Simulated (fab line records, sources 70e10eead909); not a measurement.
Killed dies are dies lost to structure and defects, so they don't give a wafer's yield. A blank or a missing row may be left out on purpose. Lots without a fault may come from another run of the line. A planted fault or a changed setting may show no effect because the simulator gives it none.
Which tool did it? | flow nand_harc | 10 lots, 30 wafers sampled, at 3 steps of a route of 1159

WHAT THE GAUGES READ, wafer by wafer
NHARC_P_ZERO_WELL_CD_MEAS_37: target cd 720 nm.
lot  | measured    | on        | cd_nm (nm)
L075 | day 1 22:17 | cd_sem-03 | 717.9 717.4 718.5
L078 | day 2 15:58 | cd_sem-01 | 720.0 720.9 720.9
L080 | day 3 04:08 | cd_sem-03 | 720.9 722.4 723.5
L083 | day 3 22:13 | cd_sem-02 | 718.6 719.2 718.3
L085 | day 4 10:14 | cd_sem-02 | 719.7 719.6 718.4
L087 | day 4 22:07 | cd_sem-02 | 718.7 719.0 719.7
L089 | day 5 10:07 | cd_sem-02 | 720.0 719.6 716.3
L092 | day 6 04:07 | cd_sem-02 | 720.1 719.3 718.4
L094 | day 6 16:26 | cd_sem-02 | 718.4 719.4 720.1
L096 | day 7 04:05 | cd_sem-01 | 719.1 718.7 717.8

WHICH TOOL RAN EACH LOT (tool, then ch and the chambers of the sampled wafers, then the start)
lot  | NHARC_P_ZERO_WELL_ETCH_63       | NHARC_P_ZERO_WELL_DESCUM_26
L075 | rie_si-02 ch 0,1, day 1 19:49   | rie_diel-06 ch 0,3, day 1 20:53
L078 | rie_si-06 ch 0,3, day 2 13:32   | rie_diel-06 ch 0,1,2, day 2 14:31
L080 | rie_si-02 ch 0,1,2, day 3 01:36 | rie_diel-06 ch 2,3, day 3 02:40
L083 | rie_si-06 ch 0,2,3, day 3 19:40 | rie_diel-09 ch 0,1,2, day 3 20:44
L085 | rie_si-03 ch 0,1,3, day 4 07:49 | rie_diel-06 ch 1,3, day 4 08:52
L087 | rie_si-02 ch 0,1,3, day 4 19:40 | rie_diel-13 ch 0,2, day 4 20:44
L089 | rie_si-03 ch 0,2,3, day 5 07:40 | rie_diel-06 ch 2,3, day 5 08:47
L092 | rie_si-06 ch 0,1,3, day 6 01:41 | rie_diel-13 ch 0,2,3, day 6 02:38
L094 | rie_si-02 ch 1,3, day 6 13:58   | rie_diel-06 ch 0,2, day 6 15:04
L096 | rie_si-02 ch 0,1,3, day 7 01:34 | rie_diel-09 ch 0,1,2, day 7 02:40
- NHARC_P_ZERO_WELL_ETCH_63: etches the open film in HBr/Cl2, target depth 120 nm, time 40.1 s.
- NHARC_P_ZERO_WELL_DESCUM_26: chemistry O2, time 3 s.

THE ANSWER, worked out from the rows above alone
Rule: what is usual is taken from the lots themselves. Put in order of their means at a reading, lots are off if they are a third of the lots or fewer, leave a main group of 4 or more, and stand apart from it by a gap of 3 or more times the standard deviation of the main group's means; of several such gaps the widest counts. A main group whose means are all the same, to the digits that the tables above print for the reading, isn't used. A lot without any number at a reading at which 4 lots or more have one is off too. The other lots that the step has rows for count as sound.
No lot is off at any reading shown: from this, nothing can be told.

WHAT THE SIMULATOR HAD PUT IN
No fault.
